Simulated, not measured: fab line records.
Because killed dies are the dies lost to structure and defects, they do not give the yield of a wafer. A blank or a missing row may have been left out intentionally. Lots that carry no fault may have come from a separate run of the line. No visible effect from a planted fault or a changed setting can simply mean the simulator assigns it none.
Split-lot study :: flow n5_finfet :: 21 wafers read across 7 lots, on a route 1938 steps long

ON THE SPLIT
At N5_BEOL_M14_ETCH_59 (etches BARC in N2/H2, target depth 89 nm, overetch 26.7 nm, time 67.9 s), the setting time_s was moved away from the recipe's 67.9 s on 9 of the 21 wafers read, by -17.1% to +20.1%. This setting was run at the recipe's value on the other wafers.

The reading is taken at the split's own step.

THE READING
coat_of_BEOL_M14_COAT_04.thk_nm (the simulator's own value, which no gauge read), in nm, at N5_BEOL_M14_ETCH_59 (etches BARC in N2/H2, target depth 89 nm, overetch 26.7 nm, time 67.9 s). The file gives no usual value for it. Across the 12 wafers here that went through the recipe, the average is 718.3 nm and the standard deviation 1.8 nm.

wafer: L078.3
tool, chamber at the split: rie_diel-04, 0
time_s as run, s: 67.9
against the recipe: recipe
coat_of_BEOL_M14_COAT_04.thk_nm, nm: 715.8
against lot-mates on the recipe: -

wafer: L078.4
tool, chamber at the split: rie_diel-04, 3
time_s as run, s: 67.9
against the recipe: recipe
coat_of_BEOL_M14_COAT_04.thk_nm, nm: 716.6
against lot-mates on the recipe: -

wafer: L078.5
tool, chamber at the split: rie_diel-04, 2
time_s as run, s: 62.72
against the recipe: -7.6%
coat_of_BEOL_M14_COAT_04.thk_nm, nm: 723.6
against lot-mates on the recipe: +7.4

wafer: L081.1
tool, chamber at the split: rie_diel-05, 2
time_s as run, s: 67.9
against the recipe: recipe
coat_of_BEOL_M14_COAT_04.thk_nm, nm: 714.6
against lot-mates on the recipe: -

wafer: L081.2
tool, chamber at the split: rie_diel-05, 0
time_s as run, s: 58.14
against the recipe: -14.4%
coat_of_BEOL_M14_COAT_04.thk_nm, nm: 725.6
against lot-mates on the recipe: +8.8

wafer: L081.3
tool, chamber at the split: rie_diel-05, 1
time_s as run, s: 67.9
against the recipe: recipe
coat_of_BEOL_M14_COAT_04.thk_nm, nm: 719
against lot-mates on the recipe: -

wafer: L080.1
tool, chamber at the split: rie_diel-05, 1
time_s as run, s: 67.9
against the recipe: recipe
coat_of_BEOL_M14_COAT_04.thk_nm, nm: 719.6
against lot-mates on the recipe: -

wafer: L080.3
tool, chamber at the split: rie_diel-05, 0
time_s as run, s: 67.9
against the recipe: recipe
coat_of_BEOL_M14_COAT_04.thk_nm, nm: 720.2
against lot-mates on the recipe: -

wafer: L080.6
tool, chamber at the split: rie_diel-05, 0
time_s as run, s: 67.9
against the recipe: recipe
coat_of_BEOL_M14_COAT_04.thk_nm, nm: 719.4
against lot-mates on the recipe: -

wafer: L083.2
tool, chamber at the split: rie_diel-04, 2,3
time_s as run, s: 56.32
against the recipe: -17.1%
coat_of_BEOL_M14_COAT_04.thk_nm, nm: 729.2
against lot-mates on the recipe: +11.6

wafer: L083.5
tool, chamber at the split: rie_diel-04, 2,3
time_s as run, s: 56.32
against the recipe: -17.1%
coat_of_BEOL_M14_COAT_04.thk_nm, nm: 729.2
against lot-mates on the recipe: +11.6

wafer: L083.3
tool, chamber at the split: rie_diel-04, 0
time_s as run, s: 67.9
against the recipe: recipe
coat_of_BEOL_M14_COAT_04.thk_nm, nm: 717.6
against lot-mates on the recipe: -

wafer: L089.2
tool, chamber at the split: rie_diel-04, 3
time_s as run, s: 67.9
against the recipe: recipe
coat_of_BEOL_M14_COAT_04.thk_nm, nm: 720.6
against lot-mates on the recipe: -

wafer: L089.4
tool, chamber at the split: rie_diel-04, 0
time_s as run, s: 67.9
against the recipe: recipe
coat_of_BEOL_M14_COAT_04.thk_nm, nm: 716.8
against lot-mates on the recipe: -

wafer: L089.6
tool, chamber at the split: rie_diel-04, 0
time_s as run, s: 81.57
against the recipe: +20.1%
coat_of_BEOL_M14_COAT_04.thk_nm, nm: 703.6
against lot-mates on the recipe: -15.1

wafer: L090.2
tool, chamber at the split: rie_diel-04, 3,1
time_s as run, s: 76.75
against the recipe: +13.0%
coat_of_BEOL_M14_COAT_04.thk_nm, nm: 704
against lot-mates on the recipe: no lot-mate on the recipe

wafer: L090.5
tool, chamber at the split: rie_diel-04, 3,1
time_s as run, s: 76.75
against the recipe: +13.0%
coat_of_BEOL_M14_COAT_04.thk_nm, nm: 704
against lot-mates on the recipe: no lot-mate on the recipe

wafer: L090.3
tool, chamber at the split: rie_diel-04, 0
time_s as run, s: 76.75
against the recipe: +13.0%
coat_of_BEOL_M14_COAT_04.thk_nm, nm: 702.4
against lot-mates on the recipe: no lot-mate on the recipe

wafer: L096.2
tool, chamber at the split: rie_diel-04, 3
time_s as run, s: 67.9
against the recipe: recipe
coat_of_BEOL_M14_COAT_04.thk_nm, nm: 719.6
against lot-mates on the recipe: -

wafer: L096.3
tool, chamber at the split: rie_diel-04, 1
time_s as run, s: 67.9
against the recipe: recipe
coat_of_BEOL_M14_COAT_04.thk_nm, nm: 719.4
against lot-mates on the recipe: -

wafer: L096.4
tool, chamber at the split: rie_diel-04, 0
time_s as run, s: 77.18
against the recipe: +13.7%
coat_of_BEOL_M14_COAT_04.thk_nm, nm: 710.6
against lot-mates on the recipe: -8.9
Rows listing several chambers each stand for several wafers; the file does not say which wafer went through which chamber.

FIT RESULTS
A straight line over all 21 wafers: coat_of_BEOL_M14_COAT_04.thk_nm changes by -0.761 nm for each +1% of time_s; r = -0.95; the points scatter about the line by 2.6 nm.
The same after taking each lot's own level away (the mean of its wafers on the recipe; 18 wafers): -0.698 nm for each +1%; r = -0.98; scatter 1.3 nm.
That fit puts the effect of the largest move of time_s on the reading at 14 nm.
Measured against the standard deviation above, the lots' own levels, which go from 716.20 to 719.73 nm, span 1.9 times it.
So the lot-to-lot level changes the slope little: the two slopes agree.
Check: with one of the wafers moved furthest among these (+20.1%) left out of the fit, the line predicts -13.4 nm for it against its lot-mates. Against them it came out at -15.1 nm.

THE OTHER SPLITS THESE WAFERS WENT THROUGH
Note: prior to the reading, these wafers also went through further splits. Each is held against what the fit with the lots' levels taken away leaves over:
other split on the same wafers: N5_BEOL_M9_COAT_05 spin_rpm
wafers away from the commonest value: 7
r with coat_of_BEOL_M14_COAT_04.thk_nm (lot level and that fit taken away): +0.06

other split on the same wafers: N5_BEOL_M10_VIA_ETCH_34 time_s
wafers away from the commonest value: 7
r with coat_of_BEOL_M14_COAT_04.thk_nm (lot level and that fit taken away): +0.01

other split on the same wafers: N5_BEOL_M10_ETCH_41 source_w
wafers away from the commonest value: 6
r with coat_of_BEOL_M14_COAT_04.thk_nm (lot level and that fit taken away): +0.15

other split on the same wafers: N5_BEOL_M11_EXPOSE_25 dose_mj
wafers away from the commonest value: 10
r with coat_of_BEOL_M14_COAT_04.thk_nm (lot level and that fit taken away): +0.09

other split on the same wafers: N5_BEOL_M11_VIA_ETCH_34 time_s
wafers away from the commonest value: 6
r with coat_of_BEOL_M14_COAT_04.thk_nm (lot level and that fit taken away): -0.35

other split on the same wafers: N5_BEOL_M12_ETCH_59 bias_w
wafers away from the commonest value: 9
r with coat_of_BEOL_M14_COAT_04.thk_nm (lot level and that fit taken away): +0.00

other split on the same wafers: N5_BEOL_M13_ETCH_59 bias_w
wafers away from the commonest value: 8
r with coat_of_BEOL_M14_COAT_04.thk_nm (lot level and that fit taken away): -0.03

THE FILE'S OWN FIT
coat_of_BEOL_M14_COAT_04.thk_nm changes by -0.703 nm for each +1% of time_s, r = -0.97.
